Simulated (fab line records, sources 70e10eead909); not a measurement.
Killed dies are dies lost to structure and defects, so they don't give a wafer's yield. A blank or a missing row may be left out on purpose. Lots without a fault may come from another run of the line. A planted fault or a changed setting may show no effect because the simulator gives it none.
Chamber matching | flow nand_harc | NHARC_A_STAIRCASE_DESCUM_291 on rie_diel-13: 3 sister chambers
The step chemistry O2, time 3 s. 14 wafers are shown with their chamber, then 5 later ones without.

WAFERS WITH THEIR CHAMBER
wafer  | chamber | drypump_motor_current_A (A) | showerhead_plenum_p_Torr (Torr) | rf_vpp_V (V)
L075.2 | 0       | 5.4                         | 1.95                            | 57.8
L075.3 | 2       | 5.7                         | 1.80                            | 57.5
L075.6 | 3       | 6.5                         | 1.76                            | 55.4
L087.4 | 2       | 5.7                         | 1.79                            | 56.8
L087.5 | 2       | 5.7                         | 1.79                            | 57.7
L087.6 | 3       | 6.5                         | 2.07                            | 57.5
L089.2 | 2       | 5.7                         | 1.79                            | 56.5
L089.3 | 0       | 5.4                         | 1.95                            | 57.9
L089.6 | 3       | 6.5                         | 2.07                            | 58.0
L092.2 | 2       | 5.7                         | 1.79                            | 55.4
L092.5 | 2       | 5.7                         | 1.79                            | 57.1
L092.6 | 3       | 6.5                         | 2.07                            | 59.8
L094.1 | 2       | 5.7                         | 1.79                            | 57.4
L094.5 | 3       | 6.6                         | 2.07                            | 57.6

SIGNATURES (means of the wafers above)
reading                  | chamber 0 | chamber 2 | chamber 3 | scatter within a chamber
drypump_motor_current_A  | 5.400     | 5.700     | 6.520     | 0.027
showerhead_plenum_p_Torr | 1.9500    | 1.7914    | 2.0080    | 0.0836
rf_vpp_V                 | 57.850    | 56.914    | 57.660    | 1.11
Rule: a wafer's distance from a chamber is the root of the sum, over the readings, of the square of ((its reading less the chamber's mean) divided by the reading's scatter). The wafer belongs to the nearest chamber; if the next one is less than 2 further off, it can't be placed. The scatter: the root of (the sum of the squares of (reading less its chamber's mean) over the shown wafers, divided by (wafers less chambers)).

WAFERS WITHOUT THEIR CHAMBER
wafer  | drypump_motor_current_A (A) | showerhead_plenum_p_Torr (Torr) | rf_vpp_V (V)
L094.6 | 5.7                         | 1.79                            | 57.4
L095.2 | 6.5                         | 2.06                            | 58.6
L095.6 | 5.7                         | 1.79                            | 55.7
L097.3 | 6.5                         | 2.06                            | 57.8
L097.6 | 5.4                         | 1.94                            | 57.5

WHICH CHAMBER EACH WENT THROUGH
wafer  | from the rows above | in truth
L094.6 | 2                   | 2
L095.2 | 3                   | 3
L095.6 | 2                   | 2
L097.3 | 3                   | 3
L097.6 | 0                   | 0
Placed correctly: 5 of 5. Can't be placed from these rows: 0. Placed wrongly: 0.
